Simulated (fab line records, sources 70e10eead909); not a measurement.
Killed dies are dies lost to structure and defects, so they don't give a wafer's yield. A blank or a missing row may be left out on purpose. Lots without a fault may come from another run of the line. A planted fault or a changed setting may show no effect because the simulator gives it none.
A struck lot beside a sound one | flow nand_harc | 14 steps out of a route of 1159
Sound: wafers L435.3, L435.4, L435.6. Struck: wafers L424.1, L424.3, L424.4. The cause comes at the end.
At each step with rows: each side's tool, then ch and its chambers, then its first start. Under that, the readings that differ: sound wafers | struck wafers | difference of the means | sigmas: that difference in standard deviations of wafers without a fault.
alike: readings whose means differ by less than 2 such deviations, and words and numbers that are the same on both sides. not compared: withheld readings, readings that some wafer has no value for, bounds like >300 that may hide the same value, and numbers for which the record gives no deviation and whose values overlap.
The two part at a step that has a row with sigmas, a row that says differs or no value, or rows on one side only. Numbers that don't overlap but have no deviation are shown without sigmas and don't part them. A reading that every wafer of one side lacks parts them only if that side has two wafers or more.

first, 1 step without rows for these wafers: NHARC_A_BONDPAD_SRD_21 (time 30 s, dry time 20 s).
NHARC_A_BONDPAD_INSPECT_23:
  sound on defect_inspect-01, day 23 06:55; struck on defect_inspect-02, day 20 05:31
  alike: raw_defect_count
NHARC_HYBRID_BOND_ACTIVATE_00: chemistry N2, time 60 s.
  sound on rie_diel-09 ch 0,2,3, day 23 06:58; struck on rie_diel-09 ch 1,2,3, day 20 05:35
  alike: drypump_motor_current_A, n2_flow_sccm, oes_product_au, rf_vpp_V, showerhead_plenum_p_Torr
  not compared: rf_hours_counter_h
then, 4 steps without rows for these wafers: NHARC_HYBRID_BOND_PRECLEAN_01 (cleans in DIW, time 300 s); NHARC_HYBRID_BOND_SRD_02 (time 30 s, dry time 20 s); NHARC_HYBRID_BOND_BOND_03; NHARC_HYBRID_BOND_ANNEAL_04 (time 7200 s).
NHARC_HYBRID_BOND_OVL_MEAS_05:
  sound on overlay-02, day 23 16:40; struck on overlay-02, day 20 14:11
  alike: overlay_x_nm, overlay_y_nm
NHARC_HYBRID_BOND_INSPECT_06: inspects for defects (ir void).
  sound on defect_inspect-01, day 23 16:43; struck on defect_inspect-02, day 20 14:14
  alike: raw_defect_count
NHARC_THIN_TSV_GRIND_00:
  sound on grinder-01 ch 0, day 24 02:02; struck on grinder-01 ch 0, day 20 15:35
  alike: motor_current_A
NHARC_THIN_TSV_CMP_01: polishes.
  sound on cmp-01 ch 0,2, day 24 02:51; struck on cmp-02 ch 0,1,2, day 20 16:50
  no value came back on the struck wafers for edge_zone_pressure_frac, motor_current_A (A); on the sound wafers edge_zone_pressure_frac reads 0.997 1.005 1.008
NHARC_THIN_TSV_THK_MEAS_02: measures by ir.
  sound on film_metro-02, day 24 03:07; struck on film_metro-01, day 20 17:05
  reading     | sound          | struck         | difference | sigmas
  thk_nm (nm) | 2948 3051 2967 | 5958 5705 5504 | +2734      | +12
then, 1 step without rows for these wafers: NHARC_THIN_TSV_SRD_03.
NHARC_END_SORT_01:
  sound on prober-02 ch 0, day 24 22:04; struck on prober-01 ch 0, day 21 07:41
  reading                  | sound | struck         | difference | sigmas
  defect_limited_yield (%) | 98.1  | 0 0 0          | -98        | -54
  killed_at_array          | 11    | 31 30 39       | +22        | +2
  killed_at_other          | 0     | 644 645 635    | +641       | +99 or more
  killed_dies              | 13    | 677 677 677    | +664       | +55
  sort_bin_2_pct (%)       | 0.7   | 96.0 96.0 96.3 | +95.4      | +99 or more
  sort_bin_4_pct (%)       | 1.2   | 3.8 3.8 3.7    | +2.6       | +2
  sort_n_pass              | 664   | 0 0 0          | -664       | -55
  sort_rim_yield_pct (%)   | 97    | 0 0 0          | -97        | -25
  sort_yield_pct (%)       | 98.1  | 0 0 0          | -98        | -54
  alike: killed_at_periphery, killed_open, killed_short, sort_bin_3_pct

WHERE THEY PART
First at NHARC_THIN_TSV_CMP_01; last, within this record, at NHARC_END_SORT_01.

WHY: what the simulator had put in
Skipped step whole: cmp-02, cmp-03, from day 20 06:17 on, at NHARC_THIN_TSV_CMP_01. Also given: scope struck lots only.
